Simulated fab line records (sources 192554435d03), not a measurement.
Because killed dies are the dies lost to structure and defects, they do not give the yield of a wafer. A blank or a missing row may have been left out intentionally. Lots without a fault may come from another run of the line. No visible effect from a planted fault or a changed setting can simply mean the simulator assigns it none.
Comparing a struck lot with a sound one :: flow n5_finfet :: 37 steps out of a route of 1938
Sound: wafers L624.1, L624.3, L624.5. Struck: wafer L615.3. (L615.5 of the same lot was not struck and is left out.) The cause comes at the end.
For every step that has rows: the tool of each side, followed by ch and its chambers, followed by its first start. Under that, the readings that differ: sound wafers :: struck wafers :: difference of the means :: sigmas: that difference in standard deviations of wafers without a fault.
alike: words and numbers the same on both sides, and readings whose means are apart by under 2 such deviations; not compared: readings that were withheld, readings missing a value for some wafer, numbers with overlapping values and no deviation given by the record, and bounds like >300 which may hide the same value.
The two part at a step that has a row with sigmas, a row that says differs or no value, or rows on one side only. Numbers that don't overlap but have no deviation are shown without sigmas and don't part them. Lack of a reading on every wafer of one side parts them only where that side has two or more wafers.

first, 10 steps without rows for these wafers: N5_DUMMY_GATE_ETCH_44 (etches poly-Si in HBr/O2, stops on SiO2, target depth 127.5 nm); N5_DUMMY_GATE_ETCH_42 (etches SiO2 in CHF3/O2, target depth 3.5 nm, time 31 s); N5_DUMMY_GATE_STRIP_48 (strips in N2/H2, time 20 s); N5_DUMMY_GATE_PRECLEAN_33 (cleans in dHF, time 10 s); N5_DUMMY_GATE_PRECLEAN_25 (cleans in O3/DIW, time 45 s); N5_DUMMY_GATE_PRECLEAN_51 (cleans in SC2, time 45 s); N5_DUMMY_GATE_SRD_26 (time 30 s); N5_DUMMY_GATE_UV_OZONE_45 (time 120 s); N5_SPACER0_ALD_07 (deposits SiNx, target thk 2 nm); N5_SPACER0_ALD_00 (deposits SiOCN, target thk 3.5 nm, pulse time 3 s, purge time 2 s).
N5_SPACER0_ALD_08: deposits SiNx, target thk 2 nm.
  sound on ald_sin-03 ch 0,1,3, day 7 20:16; struck on ald_sin-02 ch 2, day 5 11:01
reading: model.SiNx_of_SPACER0_ALD_08.thk_nm (nm)
sound: 2 2 2
struck: 3.2
difference: +1.2
sigmas: 
  alike: heater_power_w
then, 18 steps without rows for these wafers: N5_SD_EPI_N_COAT_32 (time 60 s, resist thk 350 nm); N5_SD_EPI_N_COAT_33 (time 60 s, resist thk 35 nm); N5_SD_EPI_N_COAT_03 (resist thk 150 nm); N5_SD_EPI_N_EBR_05; N5_SD_EPI_N_SOFTBAKE_04 (time 60 s); N5_SD_EPI_N_EXPOSE_06 (exposes mask SD N BLK, target cd 120 nm); N5_SD_EPI_N_PEB_07 (peb time 60 s); N5_SD_EPI_N_DEVELOP_08 (develop time 30 s); N5_SD_EPI_N_DESCUM_14 (chemistry O2, time 7.9 s); N5_SD_EPI_N_ETCH_34 (etches SiARC in CF4, target depth 45.5 nm, time 75.8 s); N5_SD_EPI_N_ETCH_35 (etches SOC in N2/H2, overetch 108 nm, time 486 s); N5_SD_EPI_N_STRIP_36 (strips in N2/H2); N5_SD_EPI_N_ETCHBACK_44 (etches SiNx in CH3F/O2, stops on SiO2, target depth 14.5 nm); N5_SD_EPI_N_ETCH_45 (etches SiOCN in CH3F/O2, target depth 6 nm); N5_SD_EPI_N_ETCH_16 (etches SiO2 in CHF3/O2, target depth 5 nm); N5_SD_EPI_N_STRIP_47 (strips in CHF3/O2); N5_SD_EPI_N_SD_RECESS_17 (chemistry HBr/Cl2/O2, target depth 41 nm, time 23.7 s, bt time 3 s); N5_SD_EPI_N_STRIP_38 (strips in N2/H2).
N5_SD_EPI_N_WET_ETCH_43: etches SiO2 in dHF, time 14 s, target depth 1.5 nm.
  sound on wet_bench-03 ch 3,6,7, day 7 21:46; struck on wet_bench-05 ch 0, day 5 12:40
reading: model.SiNx_of_SPACER0_ALD_08.thk_nm (nm)
sound: 1.6 1.6 1.6
struck: 2.8
difference: +1.2
sigmas: 
then, 5 steps without rows for these wafers: N5_SD_EPI_N_STRIP_18 (strips in SPM, time 750 s); N5_SD_EPI_N_SRD_20 (time 30 s); N5_SD_EPI_N_PRECLEAN_48 (cleans in NF3:NH3, afs cycles 2, time 20 s, sublimation time 60 s); N5_SD_EPI_N_VAPOR_ETCH_50 (etches Si in HCl, time 54 s); N5_SD_EPI_N_EPI_21 (deposits Si:P, time 690 s).
-- the record jumps here: 6 days lie between the struck wafers' starts before and after (it left off in module SD_EPI_N and takes up again in module BEOL_M4, whose first step shown is number 1111 of the route) --
N5_BEOL_M4_RC_MEAS_101:
  sound on prober-02 ch 0, day 13 22:58; struck on prober-02 ch 0, day 11 17:15
reading: DIBL_N (mV/V)
sound: 34.6 34.8 34.5
struck: 31.8
difference: -2.8
sigmas: -2

reading: IOFF_P (nA/um)
sound: 0.189 0.187 0.180
struck: 0.104
difference: -0.081
sigmas: -4

reading: IOFF_P_85C (nA/um)
sound: 3.3 3.3 3.2
struck: 2.0
difference: -1.3
sigmas: -4

reading: IOFF_P_LIN (nA/um)
sound: 0.095 0.093 0.092
struck: 0.053
difference: -0.040
sigmas: -5

reading: ION_N (uA/um)
sound: 660 667 671
struck: 625
difference: -41
sigmas: -5

reading: ION_P (uA/um)
sound: 465 463 460
struck: 424
difference: -39
sigmas: -7

reading: REXT_N (ohm.um)
sound: 80.3 78.3 77.5
struck: 93.5
difference: +14.8
sigmas: +8

reading: REXT_P (ohm.um)
sound: 97.7 98.9 98.4
struck: 120.2
difference: +21.9
sigmas: +10

reading: VT_N (mV)
sound: 249 253 252
struck: 258
difference: +7
sigmas: +2

reading: VT_P (mV)
sound: -249.2 -251.5 -251.7
struck: -265.3
difference: -14.5
sigmas: -6

reading: VT_P_LVT (mV)
sound: -98.4 -99.4 -100.7
struck: -113.0
difference: -13.5
sigmas: -7
  alike: DIBL_P, IOFF_N, SS_N, SS_P
-- a jump in the record: the struck wafers' starts before and after are 5 days apart (it breaks off in module BEOL_M4 and resumes in module PASSIVATION, where the first step shown is number 1936 of the route) --
N5_PASSIVATION_PROBE_49:
  sound: prober-02 at day 18 10:46; struck: prober-01 at day 16 09:28
reading: killed_at_front_end
sound: 62 64 34
struck: 21
difference: -32
sigmas: -3

reading: killed_open
sound: 83 94 76
struck: 57
difference: -27
sigmas: -2

reading: sort_bin_5_function (%)
sound: 6.0 6.3 5.8
struck: 4.2
difference: -1.8
sigmas: -2

reading: sort_bin_8_speed (%)
sound: 0 0 0
struck: 44.83
difference: +44.83
sigmas: 

reading: sort_n_pass
sound: 1061 1053 1074
struck: 559
difference: -504
sigmas: -34

reading: sort_yield_pct (%)
sound: 89.9 89.2 91.0
struck: 47.4
difference: -42.6
sigmas: -33
  alike: defect_limited_yield, killed_at_M0_to_M3, killed_at_M4_up, killed_at_contacts, killed_at_other, killed_dies, killed_short, sort_bin_6_memory

## WHERE THEY PART
Earliest at N5_BEOL_M4_RC_MEAS_101; latest, in this record, at N5_PASSIVATION_PROBE_49.

WHY: whatever the simulator had introduced
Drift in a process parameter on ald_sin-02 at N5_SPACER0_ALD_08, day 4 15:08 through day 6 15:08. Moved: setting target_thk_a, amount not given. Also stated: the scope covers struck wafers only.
